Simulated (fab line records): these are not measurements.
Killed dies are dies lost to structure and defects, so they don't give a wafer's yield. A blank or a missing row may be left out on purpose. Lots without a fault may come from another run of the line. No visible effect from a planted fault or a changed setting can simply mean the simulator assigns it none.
fab line records | flow nandHarc
record lots=12 wafers=36 lastDay=34
route steps=1302 shown A_CHANNEL_HOLE_D1@464 A_CHANNEL_FILL_D1@495 END@1302
lots untouched by any fault: they come from a run of this same line in which no faults occurred
startH: start of the lot's first displayed wafer, in hours after the record's first day | waitH: hours elapsed since this lot's preceding step | " repeats the value in the row above | L1.1+2: a single row standing in for several wafers | - either no value or no given start | * or withheld: withheld | < > ~ a bound
route shown NAME@n: a module of which the file shows steps, and the number in the route of the first | usual: mean/standard deviation taken from wafers without a fault | same: alike in all rows | chamber/n: place in a boat | sites: each site's reading | _std_site: standard deviation across them | _edge_site: outer sites' mean less inner sites' | radiusMm: how far each site lies from the wafer's centre | mask NAME#n: copy n | behind: the last tool/chamber to shape the wafer | hold: why the lot was held/for how many hours/how that ended | device: the n, p or np transistor that did not switch | end of line: the tests these same wafers got at the end of their route | a step with no rows: only its recipe | killed: the dies lost at the first sort to structure and to defects; this is not the yield of the wafer | map: a wafer's dies, x killed, . not, _ none there
set.NAME: the run value of the setting; set.NAME@STEP: its run value at that earlier step | model.NAME: the simulator's own value behind a step, which no gauge read
one table for each step of the route and one row for each wafer, over a sample of lots
services: a tool's chamber out of use, with start hour (startH, from the record's first day; less than 0 if before it), hours out, and reason
## steps
# step NHARC_A_CHANNEL_HOLE_D1_INSPECT_12
# usual rawDefectCount=5.5/2.8
# columns lot.wafer tool chamber startH waitH rawDefectCount
L633.2 defectInspect-01 - 187.52 0.0 5
L633.3 " - " " 8
L633.5 " - " " 6
L634.1 defectInspect-02 - 194.21 0.0 7
L634.4 " - " " 5
L634.6 " - " " 2
L635.1 defectInspect-02 - 196.34 0.0 4
L635.2 " - " " 4
L635.4 " - " " 2
L636.2 defectInspect-01 - 235.27 0.0 8
L636.3 " - " " 2
L636.4 " - " " 4
L641.1 defectInspect-01 - 261.64 0.0 8
L641.4 " - " " 5
L641.5 " - " " 6
L644.1 defectInspect-02 - 285.43 0.0 4
L644.4 " - " " 6
L644.6 " - " " 4
L645.1 defectInspect-01 - 289.69 0.0 8
L645.3 " - " " 10
L645.4 " - " " 7
L646.1 defectInspect-01 - 314.11 0.0 6
L646.3 " - " " 3
L646.5 " - " " 10
L649.2 defectInspect-01 - 343.68 0.0 8
L649.4 " - " " 4
L649.5 " - " " 7
L654.1 defectInspect-01 - 390.79 0.0 7
L654.2 " - " " 4
L654.5 " - " " 6
L655.1 defectInspect-01 - 404.43 0.0 2
L655.2 " - " " 7
L655.3 " - " " 4
L656.3 defectInspect-01 - 424.59 0.0 8
L656.5 " - " " 3
L656.6 " - " " 7
# step NHARC_A_CHANNEL_HOLE_D1_ETCH_26
# recipe biasV=300 sourceW=2000 pressureMtorr=30 timeS=224.1 arFlowSccm=375 c4f8FlowSccm=11.4 o2FlowSccm=113.6 tempC=-20 targetDepthA=3000 chemistry=C4F8/O2/Ar
# usual c4f8FlowSccm=11.40/0.039 drypumpMotorCurrentA=5.8/0.41 showerheadPlenumPTorr=3.73/0.099 throttleValvePct=24.584/0.0095
# columns lot.wafer tool chamber startH waitH c4f8FlowSccm drypumpMotorCurrentA rfHoursCounterH showerheadPlenumPTorr throttleValvePct
L633.2 harEtch-02 0 192.57 0.6 11.42 6.2 291 3.60 24.581
L633.3 " 0 " " 11.49 6.3 - 3.60 24.589
L633.5 " 0 " " 11.42 6.2 - 3.60 24.590
L634.1 harEtch-01 1 202.60 0.6 11.35 5.9 99 3.77 24.578
L634.4 " 0 " " 11.40 5.9 - 3.76 24.586
L634.6 " 0 " " 11.41 5.9 - 3.76 24.590
L635.1 harEtch-02 1 205.02 0.7 11.34 5.1 303 3.81 24.581
L635.2 " 0 " " 11.47 6.3 303 3.59 24.588
L635.4 " 1 " " 11.34 5.2 - 3.81 24.579
L636.2 harEtch-01 0 240.48 0.6 11.35 5.9 118 3.75 24.590
L636.3 " 1 " " 11.33 5.9 - 3.76 24.591
L636.4 " 0 " " 11.40 5.9 - 3.75 24.580
L641.1 harEtch-01 0 267.18 0.7 11.44 5.9 133 3.74 24.573
L641.4 " 1 " " 11.45 5.9 - 3.75 24.567
L641.5 " 1 " " 11.41 5.9 - 3.75 24.605
L644.1 harEtch-01 1 290.64 0.6 11.39 5.9 152 3.74 24.598
L644.4 " 1 " " 11.37 5.9 - 3.74 24.575
L644.6 " 1 " " 11.42 5.9 - 3.74 24.593
L645.1 harEtch-01 1 294.78 0.7 11.38 5.9 156 3.74 24.573
L645.3 " 1 " " 11.44 5.9 - 3.74 24.582
L645.4 " 0 " " 11.46 5.9 - 3.73 24.586
L646.1 harEtch-02 0 321.36 0.7 11.37 6.2 368 3.56 24.580
L646.3 " 1 " " 11.35 5.1 - 3.77 24.568
L646.5 " 1 " " 11.36 5.1 - 3.77 24.604
L649.2 harEtch-02 0 350.46 0.7 11.44 6.2 383 3.55 24.597
L649.4 " 1 " " 11.37 5.1 - 3.77 24.594
L649.5 " 0 " " 11.40 6.2 - 3.55 24.592
L654.1 harEtch-01 0 405.32 0.7 11.38 5.9 214 3.69 24.577
L654.2 " 1 " " 11.40 5.9 214 3.71 24.580
L654.5 " 0 " " 11.42 5.9 - 3.69 24.582
L655.1 harEtch-02 0 409.43 0.7 11.34 6.2 11 3.99 24.573
L655.2 " 1 " " 11.40 5.2 11 3.75 24.586
L655.3 " 0 " " 11.35 6.2 - 3.99 24.594
L656.3 harEtch-02 1 429.69 0.5 11.36 5.1 - 3.74 24.588
L656.6 " 1 " " 11.42 5.1 - 3.74 24.593
L656.5 " 0 " " 11.40 6.2 - 3.98 24.579
# step NHARC_A_CHANNEL_HOLE_D1_ETCH_44
# recipe targetDepthA=1400 overetchA=140 timeS=77 ionEnergyEv=100 cf4FlowSccm=80 o2FlowSccm=20 arFlowSccm=0 rfW=300 biasW=100 chemistry=CF4/O2
# usual drypumpMotorCurrentA=5.9/0.33 oes_o_777_au=1.000/0.0045 oesProductAu=1.006/0.011 rfVppV=197.4/1.3 showerheadPlenumPTorr=1.32/0.046 throttleValvePct=13.399/0.0095
# columns lot.wafer tool chamber startH waitH drypumpMotorCurrentA oes_o_777_au oesProductAu rfHoursCounterH rfVppV showerheadPlenumPTorr throttleValvePct
L633.2 rieDiel-11 2 193.51 0.1 5.6 0.994 1.010 11 197.2 1.31 13.408
L633.3 " 1 " " 5.9 0.998 0.987 7 197.6 1.31 13.399
L633.5 " 3 " " 5.8 1.001 1.009 - 197.6 1.32 13.409
L634.1 rieDiel-01 3 203.52 0.1 5.9 1.007 1.021 56 194.6 1.28 13.413
L634.4 " 0 " " 5.3 0.993 1.024 58 195.6 1.24 13.393
L634.6 " 3 " " 5.9 1.010 1.015 - 196.8 1.28 13.406
L635.2 rieDiel-11 2 205.98 0.1 5.7 0.999 1.011 12 196.8 1.31 13.394
L635.1 " 3 " " 5.7 1.008 1.005 11 197.2 1.32 13.399
L635.4 " 0 " " 6.1 1.003 1.000 11 197.3 1.28 13.398
L636.2 rieDiel-11 0 241.39 0.1 6.0 0.999 1.001 14 195.9 1.28 13.402
L636.3 " 2 " " 5.6 1.003 1.020 15 197.2 1.31 13.400
L636.4 " 3 " " 5.7 0.994 1.009 15 196.7 1.32 13.394
L641.4 rieDiel-01 2 268.13 0.1 6.5 0.991 1.012 15 198.8 1.38 13.394
L641.1 " 1 " " 5.1 1.004 1.002 14 198.6 1.38 13.394
L641.5 " 3 " " 5.9 0.999 1.007 - 194.8 1.28 13.380
L644.1 rieDiel-11 3 291.57 0.1 5.8 0.999 1.003 3 199.1 1.31 13.398
L644.4 " 0 " " 6.1 0.996 1.011 3 197.6 1.28 13.413
L644.6 " 2 " " 5.6 1.005 1.004 - 196.1 1.31 13.410
L645.1 rieDiel-11 2 295.74 0.1 5.7 1.007 1.009 3 197.6 1.31 13.387
L645.3 " 3 " " 5.8 0.999 1.023 3 197.1 1.31 13.389
L645.4 " 0 " " 6.0 0.998 1.016 3 196.8 1.28 13.402
L646.3 rieDiel-11 0 322.30 0.1 6.0 1.007 1.004 5 196.7 1.28 13.402
L646.1 " 3 " " 5.7 1.010 1.003 6 198.3 1.31 13.410
L646.5 " 1 " " 5.9 0.999 0.983 - 197.6 1.31 13.395
L649.2 rieDiel-11 1 351.42 0.1 5.9 0.997 0.999 8 197.5 1.31 13.376
L649.4 " 2 " " 5.7 0.999 1.006 9 198.1 1.31 13.401
L649.5 " 3 " " 5.7 0.999 1.015 - 197.7 1.31 13.388
L654.1 rieDiel-11 2 406.27 0.0 5.7 0.996 1.015 12 198.1 1.31 13.406
L654.2 " 3 " " 5.7 0.993 1.005 13 197.0 1.31 13.403
L654.5 " 2 " " 5.7 1.000 1.018 - 195.1 1.31 13.402
L655.3 rieDiel-11 0 410.38 0.1 6.1 1.005 1.010 12 195.2 1.27 13.406
L655.2 " 2 " " 5.7 1.006 1.022 13 196.6 1.31 13.395
L655.1 " 3 " " 5.7 0.999 1.014 13 197.8 1.31 13.414
L656.3 rieDiel-11 1 430.59 0.1 5.9 1.004 0.980 13 197.6 1.31 13.410
L656.5 " 3 " " 5.7 0.998 1.010 - 198.1 1.31 13.391
L656.6 " 0 " " 6.0 1.005 1.013 - 197.8 1.27 13.396
# step NHARC_A_CHANNEL_FILL_D1_ALD_15
# recipe targetThkA=20 pulseTimeS=60 aldCycles=19 tempC=630 pressureTorr=2 material=SiNx
# usual aldCycles=19/0 precursorPulseHeightRel=1.000/0.022
# columns lot.wafer tool chamber startH waitH aldCycles precursorPulseHeightRel
L633.2 aldSinBatch-01 0 205.06 - 19 1.005
L633.3 " 0 " " 19 0.973
L633.5 " 0 " " 19 0.988
L634.1 aldSinBatch-01 0 218.71 - 19 1.051
L634.4 " 0 " " 19 0.981
L634.6 " 0 " " 19 0.981
L635.1 aldSinBatch-01 0 218.71 - 19 1.042
L635.2 " 0 " " 19 0.976
L635.4 " 0 " " 19 0.991
L636.2 aldSinBatch-03 0 252.73 - 19 0.967
L636.3 " 0 " " 19 1.000
L636.4 " 0 " " 19 1.015
L641.1 aldSinBatch-03 0 279.38 - 19 0.986
L641.4 " 0 " " 19 0.980
L641.5 " 0 " " 19 1.001
L644.1 aldSinBatch-03 0 302.56 - 19 0.970
L644.4 " 0 " " 19 0.959
L644.6 " 0 " " 19 0.978
L645.1 aldSinBatch-03 0 309.50 - 22 1.041
L645.3 " 0 " " 22 1.010
L645.4 " 0 " " 22 0.984
L646.1 aldSinBatch-03 0 333.67 - 22 1.005
L646.3 " 0 " " 22 0.981
L646.5 " 0 " " 22 0.974
L649.2 aldSinBatch-02 0 361.27 - 19 1.050
L649.4 " 0 " " 19 0.983
L649.5 " 0 " " 19 1.035
L654.1 aldSinBatch-03 0 417.58 - 19 1.018
L654.2 " 0 " " 19 1.024
L654.5 " 0 " " 19 1.001
L655.1 aldSinBatch-02 0 421.96 3.3 19 0.987
L655.2 " 0 " " 19 1.010
L655.3 " 0 " " 19 1.006
L656.3 aldSinBatch-01 0 441.96 - 19 0.987
L656.5 " 0 " " 19 0.961
L656.6 " 0 " " 19 0.979
# step NHARC_END_SORT_01
# recipe tempC=25
# usual killedAtArray=56/21 killedAtOther=0.8/1 killedAtPeriphery=3.6/2.8 killedDies=60/20 killedOpen=3.2/1.9 killedShort=2.4/1.6
# same grossDies=677
# columns lot.wafer tool chamber startH waitH killedAtArray killedAtOther killedAtPeriphery killedDies killedOpen killedShort
L646.1 prober-01 0 696.65 2.5 78 0 2 80 2 1
L646.3 prober-01 0 698.27 3.1 93 0 3 96 7 5
L646.5 prober-01 0 699.89 3.7 65 2 1 68 4 3
# killed by level:class
L646.1 A_CHANNEL_HOLE_D1:chamberFilmFlake=32 A_SLIT:chamberFilmFlake=30 A_CONTACT:chamberFilmFlake=6 A_CHANNEL_HOLE_D2:chamberFilmFlake=3 A_STAIRCASE:chamberFilmFlake=2 P_M0:geometricParticle:open=1 A_SGD_CUT:geometricParticle:short=1 A_M0:geometricParticle:open=1
L646.3 A_CHANNEL_HOLE_D1:chamberFilmFlake=35 A_SLIT:chamberFilmFlake=34 A_CONTACT:chamberFilmFlake=5 A_CHANNEL_HOLE_D2:chamberFilmFlake=3 A_STAIRCASE:chamberFilmFlake=2 A_WL_FILL:chamberFilmFlake=2 A_BONDPAD:chamberFilmFlake=2 P_GATE:geometricParticle:open=1
L646.5 A_CHANNEL_HOLE_D1:chamberFilmFlake=29 A_SLIT:chamberFilmFlake=17 A_STAIRCASE:chamberFilmFlake=5 A_CONTACT:chamberFilmFlake=4 A_CHANNEL_HOLE_D2:chamberFilmFlake=3 P_M2:geometricParticle:open=1 A_ONON_D1:geometricParticle:short=1 A_ONON_D1:geometricParticle:open=1
## services
# columns tool chamber startH hours kind
rieDiel-11 0 185.53 - clean
rieDiel-11 1 185.53 - clean
rieDiel-11 2 185.53 - clean
rieDiel-11 3 185.53 - clean
rieDiel-11 0 189.51 6.1 repair
rieDiel-01 - 203.93 9.0 pm
rieDiel-11 3 207.32 2.9 repair
rieDiel-11 0 210.03 - clean
rieDiel-11 1 210.03 - clean
rieDiel-11 - 229.24 2.5 repair
rieDiel-11 - 255.50 9.0 pm
aldSinBatch-02 - 266.00 26.0 pm
rieDiel-01 0 294.04 5.4 repair
rieDiel-01 1 295.77 7.2 repair
rieDiel-01 2 312.86 10.5 repair
rieDiel-11 1 358.73 6.7 repair
rieDiel-01 2 361.11 8.2 repair
harEtch-02 - 377.67 17.0 pm
rieDiel-01 - 380.98 9.0 pm
rieDiel-11 - 407.45 0.3 repair
rieDiel-01 3 409.01 15.4 repair
rieDiel-01 2 411.48 2.7 repair
rieDiel-11 2 419.31 3.0 repair
rieDiel-11 - 432.50 9.0 pm
## key
firstSign step=NHARC_A_CHANNEL_FILL_D1_ALD_15 reading=aldCycles direction=up sigmas=99+ usual=19 struck=22
effect none on later readings
metAt NHARC_A_CHANNEL_FILL_D1_ALD_15
struckLots L645,L646
testerLeftOut L645,L646
notActingAt NHARC_A_CHANNEL_HOLE_D1_INSPECT_12,NHARC_A_CHANNEL_HOLE_D1_ETCH_26,NHARC_A_CHANNEL_HOLE_D1_ETCH_44
onsetBetween 302.56 309.50
fault kind=processParameterDrift tool=aldSinBatch-03 chamber=- onsetH=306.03 steps=NHARC_A_CHANNEL_FILL_D1_ALD_15 channel=aldCycles offset=3 shape=step endH=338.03 actsIn=theseRecipesOnly stated=19
# testerLeftOut: of these lots the tester's yield and bins aren't shown, on N5 and GAA mostly nor the transistor test; their killed dies are dies lost to structure and defects alone, not to doping, threshold or leakage, so they don't give the yield
